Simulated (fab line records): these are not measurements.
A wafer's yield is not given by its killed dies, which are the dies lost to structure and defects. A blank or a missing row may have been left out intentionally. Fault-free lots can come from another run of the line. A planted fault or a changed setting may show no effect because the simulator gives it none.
Chamber matching	flow nand harc	cmp-02 running NHARC_P_BONDPAD_CMP_19: 4 sister chambers
The step polishes, t overpolish 30 s, cu recess touch 16 s, target thk 160.81 nm. 16 wafers are shown with their chamber, then 8 later ones without.

## WAFERS PAIRED WITH THEIR CHAMBERS
wafer	chamber	motor current A (A)	overpolish run s (s)
L076.2	0	14.1	29.995
L076.3	1	13.1	29.996
L076.5	3	10.6	29.989
L078.2	0	13.5	29.988
L078.4	3	10.8	30.006
L078.6	0	13.8	29.993
L080.1	0	14.2	30.000
L080.3	1	12.6	30.015
L080.6	2	11.4	29.997
L081.2	2	11.9	29.987
L081.4	3	10.5	30.005
L081.5	1	12.0	30.002
L084.3	3	10.4	29.994
L084.5	0	13.3	29.996
L084.6	1	12.7	30.008
L086.1	1	12.5	30.000

SIGNATURES, as means of the wafers listed above
reading	chamber 0	chamber 1	chamber 2	chamber 3	scatter within a chamber
motor current A	13.780	12.580	11.650	10.575	0.345
overpolish run s	29.99440	30.00420	29.99200	29.99850	0.00681
Rule: distance of a wafer from a chamber = root of the sum over the readings of ((wafer's reading minus chamber's mean) / reading's scatter) squared. If the next closest chamber is less than 2 further off than the closest, the wafer can't be placed; otherwise it belongs to the closest. How the scatter is found: for the shown wafers, subtract from each reading the mean of its chamber, square and add these, divide the total by (wafers less chambers), then take the root.

## WAFERS MISSING THEIR CHAMBER
wafer	motor current A (A)	overpolish run s (s)
L086.5	13.9	29.996
L086.6	12.9	29.995
L089.3	12.0	30.002
L089.5	11.7	29.998
L089.6	13.1	29.998
L091.3	12.5	30.009
L091.5	12.7	30.013
L091.6	13.5	29.998

## WHICH CHAMBER EACH WENT THROUGH
wafer	from the rows above	in truth
L086.5	0	0
L086.6	can't be placed: 1 or 0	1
L089.3	can't be placed: 1 or 2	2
L089.5	can't be placed: 2 or 1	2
L089.6	can't be placed: 1 or 0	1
L091.3	1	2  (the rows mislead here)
L091.5	1	1
L091.6	can't be placed: 0 or 1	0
Correctly placed: 2 of 8. Cannot be placed on the basis of these rows: 5; the candidates contain the true chamber in 5. Number placed wrongly: 1.
